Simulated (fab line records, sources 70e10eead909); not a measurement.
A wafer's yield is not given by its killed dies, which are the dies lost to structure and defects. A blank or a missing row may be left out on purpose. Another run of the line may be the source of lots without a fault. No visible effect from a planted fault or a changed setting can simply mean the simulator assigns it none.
fab line records -- flow nandHarc
record lots=5, wafers=15, lastDay=34
route steps=1302 shown P_ZERO_WELL@14
lots with no fault: from the same line, run without faults
startH: hours from the record's opening day to when the first of the lot's shown wafers began -- waitH: hours since the lot's step before -- " identical to the entry in the row above -- L1.1+2: a row that stands for several wafers -- - value missing, or start not given -- * or withheld: withheld -- < > ~ a bound
route shown NAME@n: NAME is a module with steps in the file, n the number in the route of the first one -- usual: mean/standard deviation of fault-free wafers -- same: alike in all rows -- chamber/n: place in a boat -- sites: readings site by site -- _std_site: standard deviation of those values -- _edge_site: inner sites' mean taken away from outer sites' mean -- radiusMm: how far each site lies from the wafer's centre -- mask NAME#n: copy n -- behind: tool/chamber where the wafer was last shaped -- hold: why the lot was held/for how many hours/how that ended -- device: names the non-switching transistor (n, p or np) -- end of line: the route-end tests of the same wafers -- for a step that has no rows: nothing shown but its recipe -- killed: at the first sort, the dies lost to defects and structure; wafer yield is something else -- map: dies across one wafer; x = killed, . = not, _ = none there
set.NAME: the run value of the setting; set.NAME@STEP: its run value at that earlier step -- model.NAME: the simulator's own value behind a step, which no gauge read
lots seen at some steps along the route; tables by step, rows by wafer
services: the hour from which a tool's chamber was out of use, counted from the record's first day as startH (under 0 if before that day), plus the number of hours and why
## steps
# step NHARC_P_ZERO_WELL_CD_MEAS_11
# recipe targetCdNm=500, landingEnergyEv=500
# usual cdNm=500.3/2.1
# same landingEnergyEv=500
lot.wafer,tool,chamber,startH,waitH,cdNm
L741.3,cdSem-02,0,91.23,-,500.5
L741.4,cdSem-02,0,91.23,-,503.8
L741.5,cdSem-02,0,91.23,-,500.1
L745.1,cdSem-02,0,131.24,-,495.8
L745.3,cdSem-02,0,131.24,-,499.8
L745.4,cdSem-02,0,131.24,-,498.6
L754.2,cdSem-03,0,221.30,-,499.3
L754.3,cdSem-03,0,221.30,-,499.3
L754.6,cdSem-03,0,221.30,-,503.0
L756.1,cdSem-01,0,241.24,-,497.2
L756.3,cdSem-01,0,241.24,-,499.3
L756.5,cdSem-01,0,241.24,-,501.0
L757.2,cdSem-02,0,251.24,-,504.4
L757.4,cdSem-02,0,251.24,-,495.8
L757.6,cdSem-02,0,251.24,-,499.1
# step NHARC_P_ZERO_WELL_HARDBAKE_12
# recipe tempC=118, timeS=65
# step NHARC_P_ZERO_WELL_DESCUM_13
# recipe timeS=3, o2FlowSccm=200, arFlowSccm=0, biasPowerW=0, chemistry=O2
# usual drypumpMotorCurrentA=5.6/0.49, oesProductAu=1.002/0.013, rfVppV=57.8/0.91, showerheadPlenumPTorr=1.91/0.098, throttleValvePct=11.312/0.0095
lot.wafer,tool,chamber,startH,waitH,drypumpMotorCurrentA,oesProductAu,rfHoursCounterH,rfVppV,showerheadPlenumPTorr,throttleValvePct
L741.3,rieDiel-03,3,91.39,-,5.8,1.026,45,57.6,1.92,11.317
L741.4,rieDiel-03,1,91.39,-,6.3,1.007,46,57.9,2.00,11.317
L741.5,rieDiel-03,2,91.39,-,6.2,1.013,-,58.5,1.80,11.301
L745.3,rieDiel-01,2,131.40,-,5.4,0.988,26,56.9,1.82,11.313
L745.1,rieDiel-01,3,131.40,-,4.9,0.996,31,59.4,1.85,11.320
L745.4,rieDiel-01,1,131.40,-,6.1,0.997,35,56.5,1.91,11.308
L754.3,rieDiel-03,2,221.46,-,6.2,1.002,33,57.1,1.78,11.308
L754.2,rieDiel-03,0,221.46,-,4.8,0.996,38,57.9,1.90,11.318
L754.6,rieDiel-03,2,221.46,-,6.2,1.015,-,56.8,1.78,11.302
L756.1,rieDiel-03,3,241.39,-,5.8,1.015,34,57.5,1.91,11.315
L756.3,rieDiel-03,2,241.39,-,6.2,1.003,38,57.9,1.78,11.306
L756.5,rieDiel-03,0,241.39,-,4.8,0.995,-,57.9,1.90,11.304
L757.2,rieDiel-07,1,251.40,-,5.5,0.983,40,57.5,1.80,11.314
L757.6,rieDiel-07,1,251.40,-,5.5,0.988,-,56.3,1.80,11.321
L757.4,rieDiel-07,3,251.40,-,5.8,0.991,-,57.8,2.04,11.323
# step NHARC_P_ZERO_WELL_ETCH_65
# recipe targetDepthA=800, overetchA=240, timeS=87.88, ionEnergyEv=200, n2FlowSccm=150, h2FlowSccm=150, arFlowSccm=0, rfW=400, biasW=150, chemistry=N2/H2
# usual drypumpMotorCurrentA=5.6/0.5, oesProductAu=1.002/0.011, rfVppV=430.6/2.9, showerheadPlenumPTorr=2.04/0.1, throttleValvePct=14.172/0.0087
lot.wafer,tool,chamber,startH,waitH,drypumpMotorCurrentA,oesProductAu,rfHoursCounterH,rfVppV,showerheadPlenumPTorr,throttleValvePct
L741.3,rieDiel-03,0,91.49,0.1,4.8,1.015,47,430.0,2.04,14.175
L741.4,rieDiel-03,2,91.49,0.1,6.2,0.996,45,427.5,1.91,14.152
L741.5,rieDiel-03,0,91.49,0.1,4.9,1.012,-,429.9,2.04,14.158
L745.4,rieDiel-01,0,131.48,0.1,5.1,1.001,38,435.3,2.20,14.168
L745.3,rieDiel-01,1,131.48,0.1,6.0,1.007,35,430.2,2.04,14.169
L745.1,rieDiel-01,3,131.48,0.1,5.0,0.997,31,429.4,1.97,14.173
L754.2,rieDiel-03,2,221.56,0.1,6.2,1.010,33,427.6,1.90,14.157
L754.3,rieDiel-03,3,221.56,0.1,5.8,1.013,29,430.1,2.04,14.183
L754.6,rieDiel-03,0,221.56,0.1,4.8,1.010,-,430.5,2.02,14.178
L756.1,rieDiel-03,1,241.48,0.1,6.3,1.006,39,431.2,2.12,14.158
L756.3,rieDiel-03,2,241.48,0.1,6.2,0.999,38,427.7,1.90,14.167
L756.5,rieDiel-03,1,241.48,0.1,6.3,0.997,-,433.7,2.12,14.173
L757.2,rieDiel-07,0,251.52,0.1,5.9,0.996,44,434.7,2.20,14.171
L757.4,rieDiel-07,1,251.52,0.1,5.4,0.998,-,426.2,1.91,14.171
L757.6,rieDiel-07,3,251.52,0.1,5.8,0.982,-,433.0,2.18,14.175
# step NHARC_P_ZERO_WELL_ETCH_62
# recipe targetDepthA=130, timeS=6.5, chf3FlowSccm=50, arFlowSccm=200, rfW=500, biasW=200, chemistry=CHF3/Ar
# usual drypumpMotorCurrentA=5.6/0.48, oesProductAu=0.961/0.02, rfVppV=370.5/2.6, showerheadPlenumPTorr=2.34/0.11, throttleValvePct=20.215/0.0094
lot.wafer,tool,chamber,startH,waitH,drypumpMotorCurrentA,oesProductAu,rfHoursCounterH,rfVppV,showerheadPlenumPTorr,throttleValvePct
L741.3,rieDiel-03,1,-,-,6.3,0.967,46,372.2,2.45,20.224
L741.4,rieDiel-03,2,-,-,6.2,0.950,45,367.7,2.20,20.220
L741.5,rieDiel-03,3,-,-,5.8,0.970,-,371.7,2.35,20.219
L745.3,rieDiel-01,1,-,-,6.1,0.956,35,369.8,2.34,20.224
L745.1,rieDiel-01,2,-,-,5.4,0.945,26,368.0,2.23,20.222
L745.4,rieDiel-01,0,-,-,5.1,0.952,38,373.8,2.52,20.223
L754.3,rieDiel-03,2,-,-,6.2,0.976,33,366.9,2.19,20.214
L754.2,rieDiel-03,3,-,-,5.8,0.966,29,370.5,2.34,20.232
L754.6,rieDiel-03,1,-,-,6.3,0.979,-,372.0,2.44,20.224
L756.3,rieDiel-03,0,-,-,4.8,0.950,43,370.0,2.32,20.218
L756.1,rieDiel-03,3,-,-,5.8,0.984,34,370.6,2.34,20.214
L756.5,rieDiel-03,0,-,-,4.8,0.957,-,370.3,2.32,20.215
L757.2,rieDiel-07,1,-,-,5.5,0.935,41,366.1,2.21,20.219
L757.4,rieDiel-07,1,-,-,5.4,0.930,-,368.0,2.21,20.223
L757.6,rieDiel-07,0,-,-,5.9,0.933,-,374.5,2.52,20.228
# step NHARC_P_ZERO_WELL_ETCH_63
# recipe targetDepthA=1200, timeS=40.1, hbrFlowSccm=150, cl2FlowSccm=50, rfW=400, icpW=400, biasW=100, chemistry=HBr/Cl2
# usual drypumpMotorCurrentA=5.7/0.46, oesProductAu=1.002/0.012, throttleValvePct=26.404/0.0092
lot.wafer,tool,chamber,startH,waitH,drypumpMotorCurrentA,oesProductAu,rfHoursCounterH,throttleValvePct
L741.3,rieSi-02,3,91.69,-,6.2,0.979,1.1,26.405
L741.4,rieSi-02,0,91.69,-,5.2,1.037,1.0,26.400
L741.5,rieSi-02,0,91.69,-,5.2,1.024,-,26.406
L745.3,rieSi-04,3,131.67,-,5.3,1.011,0.8,26.403
L745.4,rieSi-04,0,131.67,-,6.4,0.990,0.8,26.402
L745.1,rieSi-04,2,131.67,-,5.3,0.994,0.9,26.401
L754.2,rieSi-01,3,221.73,-,5.0,1.007,0.1,26.400
L754.3,rieSi-01,0,221.73,-,6.3,0.986,0.0,26.402
L754.6,rieSi-01,2,221.73,-,5.9,1.017,-,26.399
L756.3,rieSi-04,1,241.67,-,5.6,0.998,0.4,26.401
L756.1,rieSi-04,2,241.67,-,5.3,0.990,0.5,26.378
L756.5,rieSi-04,0,241.67,-,6.4,0.985,-,26.409
L757.2,rieSi-01,2,251.70,-,5.9,1.006,0.4,26.401
L757.4,rieSi-01,3,251.70,-,5.0,1.010,0.3,26.417
L757.6,rieSi-01,1,251.70,-,5.9,0.993,-,26.395
# step NHARC_P_ZERO_WELL_STRIP_15
# recipe timeS=900, tempC=130, chemistry=SPM
# step NHARC_P_ZERO_WELL_DEHYDRATE_16
# recipe tempC=150, timeS=120
# step NHARC_P_ZERO_WELL_HMDS_17
# recipe timeS=30
# step NHARC_P_ZERO_WELL_COAT_18
# recipe spinRpm=withheld
# step NHARC_P_ZERO_WELL_SOFTBAKE_19
# recipe tempC=122, timeS=95
# step NHARC_P_ZERO_WELL_EBR_20
# step NHARC_P_ZERO_WELL_EXPOSE_21
# recipe na=0.6, targetCdNm=720, doseMj=22.31, maskId=P_NWELL
lot.wafer,tool,chamber,startH,waitH,mask
L741.3+4+5,krfScanner-02,0,92.35,-,P_NWELL#0
L745.1+3+4,krfScanner-03,0,132.43,-,P_PWELL#0
L754.2+3+6,krfScanner-03,0,222.55,-,P_NWELL#0
L756.1+3+5,krfScanner-04,0,242.45,-,P_NWELL#0
L757.2+4+6,krfScanner-03,0,252.46,-,P_NWELL#0
# step NHARC_P_ZERO_WELL_PEB_22
# recipe pebTempC=118, pebTimeS=85
# step NHARC_P_ZERO_WELL_DEVELOP_23
# recipe timeS=70
# step NHARC_P_ZERO_WELL_CD_MEAS_24
# recipe targetCdNm=720, landingEnergyEv=500
# usual cdNm=719.8/2.1
# same landingEnergyEv=500
lot.wafer,tool,chamber,startH,waitH,cdNm
L741.3,cdSem-02,0,92.50,-,720.5
L741.4,cdSem-02,0,92.50,-,715.7
L741.5,cdSem-02,0,92.50,-,717.7
L745.1,cdSem-01,0,132.59,-,-
L745.3,cdSem-01,0,132.59,-,-
L745.4,cdSem-01,0,132.59,-,-
L754.2,cdSem-03,0,222.70,-,718.8
L754.3,cdSem-03,0,222.70,-,718.0
L754.6,cdSem-03,0,222.70,-,718.6
L756.1,cdSem-03,0,242.61,-,719.7
L756.3,cdSem-03,0,242.61,-,720.6
L756.5,cdSem-03,0,242.61,-,719.6
L757.2,cdSem-03,0,252.62,-,717.9
L757.4,cdSem-03,0,252.62,-,720.0
L757.6,cdSem-03,0,252.62,-,717.7
# step NHARC_P_ZERO_WELL_HARDBAKE_25
# recipe tempC=125, timeS=80
## services
tool,chamber,startH,hours,kind
rieDiel-01,1,72.21,7.6,repair
krfScanner-03,-,72.23,3.4,repair
rieDiel-01,-,73.75,0.6,repair
krfScanner-02,-,94.00,4.0,pm
rieSi-02,-,100.00,9.0,pm
rieDiel-01,2,100.74,19.2,repair
rieDiel-03,-,104.31,9.0,pm
krfScanner-04,-,106.99,0.5,repair
krfScanner-04,-,112.03,3.9,repair
rieDiel-07,2,115.58,2.5,repair
rieDiel-07,-,117.47,9.0,pm
krfScanner-04,-,122.83,1.7,repair
krfScanner-02,-,135.22,5.5,repair
rieDiel-01,2,140.71,1.2,repair
rieSi-02,3,150.55,14.6,repair
rieSi-04,-,165.00,9.0,pm
rieDiel-01,1,188.66,4.4,repair
rieSi-01,-,193.00,9.0,pm
rieDiel-03,3,194.00,15.7,repair
rieDiel-01,-,203.83,9.0,pm
rieDiel-07,2,219.70,5.1,repair
krfScanner-03,-,224.00,4.0,pm
rieDiel-07,2,238.96,15.5,repair
rieDiel-03,-,245.04,0.1,repair
## key
firstSign step=NHARC_P_ZERO_WELL_EXPOSE_21, reading=mask, direction=changed
effect step=NHARC_P_ZERO_WELL_CD_MEAS_24, reading=cdNm, direction=missing
metAt NHARC_P_ZERO_WELL_EXPOSE_21
struckWafers L745.1,L745.3,L745.4
laterRowsLeftOut L745.1,L745.3,L745.4
sortLeftOut L745.1,L745.3,L745.4
testerLeftOut L745
fault kind=wrongMask, tool=any, chamber=-, onsetH=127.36, steps=NHARC_P_ZERO_WELL_EXPOSE_21, auxCopy=P_PWELL#0, scope=struckLotsOnly
# testerLeftOut: of these lots the tester's yield and bins aren't shown, on N5 and GAA mostly nor the transistor test; their killed dies are dies lost to structure and defects alone, not to doping, threshold or leakage, so they don't give the yield
# sortLeftOut: the simulated sort isn't trusted on such a fault, so these wafers' sort isn't shown, and their yield isn't known
# laterRowsLeftOut: the simulator's readings of these wafers behind a module that went badly wrong aren't trusted and aren't shown, but for the sort
